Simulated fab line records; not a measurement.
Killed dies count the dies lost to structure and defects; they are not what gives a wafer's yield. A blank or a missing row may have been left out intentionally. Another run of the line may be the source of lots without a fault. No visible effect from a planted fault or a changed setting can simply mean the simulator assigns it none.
Which tool did it? | flow nand harc | 12 lots, 36 wafers sampled, at 3 steps of a route of 1159

== WHAT THE GAUGES SHOWED, per wafer ==
NHARC_P_BONDPAD_THK_MEAS_20: measures by xrf.
lot  | measured     | on            | thk nm (nm)
L074 | day 6 22:42  | film metro-01 | 160.8 161.3 160.2
L078 | day 7 08:07  | film metro-01 | 159.0 159.0 159.3
L079 | day 7 18:37  | film metro-02 | 159.7 159.7 160.7
L081 | day 8 03:18  | film metro-02 | 160.8 159.6 161.5
L084 | day 8 21:11  | film metro-02 | 160.9 160.2 159.8
L088 | day 9 18:43  | film metro-02 | 162.1 160.6 160.4
L086 | day 9 19:17  | film metro-01 | 157.6 161.0 160.3
L089 | day 10 17:38 | film metro-02 | 161.5 158.8 162.2
L090 | day 10 18:55 | film metro-01 | 161.2 160.6 160.7
L092 | day 11 02:45 | film metro-02 | 160.5 160.7 160.2
L095 | day 11 14:33 | film metro-02 | 162.3 161.9 163.1
L097 | day 12 04:23 | film metro-02 | 161.0 159.8 159.8

== TOOL THAT RAN EACH LOT (tool first, then ch and the chambers of the sampled wafers, then the start) ==
lot  | NHARC_P_M2_PRE_CLEAN_30                 | NHARC_P_M2_PVD_20
L074 | pvd sputter-02, day 6 22:42 or earlier  | pvd sputter-02, day 6 22:42 or earlier
L078 | pvd sputter-03, day 7 08:07 or earlier  | pvd sputter-03, day 7 08:07 or earlier
L079 | pvd sputter-03, day 7 18:37 or earlier  | pvd sputter-03, day 7 18:37 or earlier
L081 | pvd sputter-03, day 8 03:18 or earlier  | pvd sputter-03, day 8 03:18 or earlier
L084 | pvd sputter-01, day 8 21:11 or earlier  | pvd sputter-01, day 8 21:11 or earlier
L088 | pvd sputter-03, day 9 18:43 or earlier  | pvd sputter-03, day 9 18:43 or earlier
L086 | pvd sputter-01, day 9 19:17 or earlier  | pvd sputter-01, day 9 19:17 or earlier
L089 | pvd sputter-02, day 10 17:38 or earlier | pvd sputter-02, day 10 17:38 or earlier
L090 | pvd sputter-01, day 10 18:55 or earlier | pvd sputter-01, day 10 18:55 or earlier
L092 | pvd sputter-03, day 11 02:45 or earlier | pvd sputter-03, day 11 02:45 or earlier
L095 | pvd sputter-01, day 11 14:33 or earlier | pvd sputter-01, day 11 14:33 or earlier
L097 | pvd sputter-01, day 12 04:23 or earlier | pvd sputter-01, day 12 04:23 or earlier
- NHARC_P_M2_PRE_CLEAN_30: time 30 s.
- NHARC_P_M2_PVD_20: deposits TaN, target thk 5 nm, time 8.06 s.

== THE ANSWER, worked out from the rows above alone ==
Rule: what is usual is taken from the lots themselves. The widest of any qualifying gaps counts: lots, ordered by their means at a reading, are off when they make up no more than a third of the lots, leave a main group of 4 or more, and stand apart from it by 3 or more times the standard deviation of that group's means. A main group is skipped when, at the precision printed for the reading in the tables above, its means are all equal. Also off: a lot with no number at a reading for which 4 or more lots have one. All remaining lots with rows at the step are treated as sound.
No lot is off at any reading shown: from this, nothing can be told.

== WHAT THE SIMULATOR HAD INSERTED ==
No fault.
